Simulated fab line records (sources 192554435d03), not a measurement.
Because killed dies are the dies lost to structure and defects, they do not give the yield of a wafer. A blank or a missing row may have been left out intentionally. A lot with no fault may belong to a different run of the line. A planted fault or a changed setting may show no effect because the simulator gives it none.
A lot that was struck, set against a sound lot / flow n5Finfet / 38 out of 1938 route steps
Sound: the wafers L586.1, L586.5, L586.6. Wafers struck: L581.2, L581.4, L581.5. The cause is named last.
Each step with rows lists, per side, the tool, then ch with its chambers, then its first start. Under that, the readings that differ: sound wafers / struck wafers / difference of the means / sigmas: that difference in standard deviations of wafers without a fault.
alike: a reading whose means differ by less than 2 such deviations, as well as words and numbers matching on both sides. not compared: withheld readings; readings where some wafer has no value; bounds like >300 that might hide an equal value; numbers whose values overlap and for which the record gives no deviation.
The two part at a step that has a row with sigmas, a row that says differs or no value, or rows on one side only. Numbers that don't overlap but have no deviation are shown without sigmas and don't part them. A reading missing from all wafers of one side parts the sides only when that side holds two or more wafers.

first, 9 steps without rows for these wafers: N5_BEOL_M4_ANNEAL_95 (time 240 s); N5_BEOL_M4_SPUTTER_96 (material Cu, target thk 4.5 nm, time 8.29 s); N5_BEOL_M4_ECD_50 (material Cu, target thk 300 nm); N5_BEOL_M4_ANNEAL_51 (time 90 s); N5_BEOL_M4_CMP_52 (polishes, stops on SiOC, t overpolish 6.8 s, target thk 40 nm); N5_BEOL_M4_PRE_CLEAN_60 (time 15 s); N5_BEOL_M4_CO_CAP_55 (material Co, precursor CCTBA/H2, target thk 2 nm, time 102.1 s); N5_BEOL_M4_PRE_CLEAN_56 (time 15 s); N5_BEOL_M4_DEP_57 (deposits SiCN from 3MS/NH3, target thk 8 nm, time 14 s).
N5_BEOL_M4_RC_MEAS_101:
  sound on prober-01 ch 0, day 10 11:02; struck on prober-02 ch 0, day 9 20:43
  alike: DIBL_N, DIBL_P, IOFF_N, IOFF_P, ION_N, ION_P, SS_N, SS_P, VT_N, VT_P
then, 24 steps without rows for these wafers: N5_BEOL_M5_ILD_DEP_00 (deposits SiCOH lowk from DEMS/porogen, target thk 140.64 nm, time 25.9 s); N5_BEOL_M5_CURE_79 (cures SiCOH lowk, time 240 s); N5_BEOL_M5_PECVD_70 (deposits SiO2 from TEOS/O2, target thk 16 nm, time 18 s); N5_BEOL_M5_HM_DEP_02 (deposits TiN, target thk 20 nm); N5_BEOL_M5_COAT_59 (time 60 s, resist thk 60 nm); N5_BEOL_M5_COAT_60 (time 60 s, resist thk 12 nm); N5_BEOL_M5_COAT_71 (time 60 s, resist thk 5 nm); N5_BEOL_M5_COAT_05 (resist thk 30 nm); N5_BEOL_M5_EBR_07; N5_BEOL_M5_SOFTBAKE_06 (time 60 s); N5_BEOL_M5_EXPOSE_08 (exposes mask M5, target cd 28 nm); N5_BEOL_M5_PEB_09 (peb time 60 s); N5_BEOL_M5_DEVELOP_10 (develop time 30 s); N5_BEOL_M5_DESCUM_16 (chemistry O2, time 7 s); N5_BEOL_M5_ETCH_72 (etches underlayer in N2/H2, target depth 6.5 nm, time 5.2 s); N5_BEOL_M5_ETCH_61 (etches SiARC in CF4, target depth 15.6 nm, time 26 s); N5_BEOL_M5_ETCH_62 (etches SOC in N2/H2, target depth 75 nm, overetch 15 nm, time 112.5 s); N5_BEOL_M5_STRIP_63 (strips in N2/H2); N5_BEOL_M5_STRIP_73 (strips in N2/H2); N5_BEOL_M5_STRIP_64 (strips in CF4); N5_BEOL_M5_HM_OPEN_17 (chemistry Cl2/BCl3, target TiN, target depth 20 nm, overetch 6 nm); N5_BEOL_M5_STRIP_19 (strips in O2); N5_BEOL_M5_COAT_65 (time 60 s, resist thk 60 nm); N5_BEOL_M5_COAT_66 (time 60 s, resist thk 12 nm).
-- the record jumps here: 3 days lie between the struck wafers' starts before and after (it left off in module BEOL_M5 and takes up again in module BEOL_M15, whose first step shown is number 1821 of the route) --
N5_BEOL_M15_SPUTTER_45: material Cu, target thk 100 nm, time 16.67 s.
  sound on pvdSputter-03, day 14 00:20; struck on pvdSputter-01, day 13 08:41
  no value came back on the struck wafers for biasV (V), cathodeDcPowerW (W), throttleValvePct (%); on the sound wafers biasV (V) reads 60.6 59.8 60.8
N5_BEOL_M15_THK_MEAS_50: measures by xrf.
  sound on filmMetro-01, day 14 01:17; struck on filmMetro-02, day 13 09:38
reading=M15_THK (nm); sound=870 855 857; struck=- - -; difference=no value on the struck wafers; sigmas=
N5_BEOL_M15_RS_MEAS_54: measures by four-point-probe.
  sound on filmMetro-02, day 14 01:25; struck on filmMetro-02, day 13 09:46
reading=M15_RS (ohm/sq); sound=0.0213 0.0216 0.0216; struck=33.215 32.752 31.744; difference=+32.549; sigmas=+99 or more
N5_PASSIVATION_PROBE_49:
  sound on prober-02, day 14 14:30; struck on prober-01, day 13 23:04
reading=defectLimitedYield (%); sound=91.9 91.5 90.5; struck=0 0 0; difference=-91; sigmas=-65
reading=killed_at_M4_up; sound=10 14 24; struck=1077 1104 1104; difference=+1079; sigmas=+99 or more
reading=killedDies; sound=95 100 112; struck=1180 1180 1180; difference=+1078; sigmas=+67
reading=killedOnRim; sound=9 11 7; struck=152 152 152; difference=+143; sigmas=+36
reading=sort_bin_5_function (%); sound=3.8 5.1 4.9; struck=95.3 96.9 97.0; difference=+91.8; sigmas=+99 or more
reading=sortNPass; sound=1085 1080 1068; struck=0 0 0; difference=-1078; sigmas=-67
reading=sortYieldPct (%); sound=91.9 91.5 90.5; struck=0 0 0; difference=-91; sigmas=-65
  alike: killed_at_M0_to_M3, killedAtContacts, killedAtFrontEnd, killedAtOther, killedOpen, killedShort, sort_bin_6_memory

WHERE THEY PART
First at N5_BEOL_M15_SPUTTER_45; last, within this record, at N5_PASSIVATION_PROBE_49.

WHY: what had been put in by the simulator
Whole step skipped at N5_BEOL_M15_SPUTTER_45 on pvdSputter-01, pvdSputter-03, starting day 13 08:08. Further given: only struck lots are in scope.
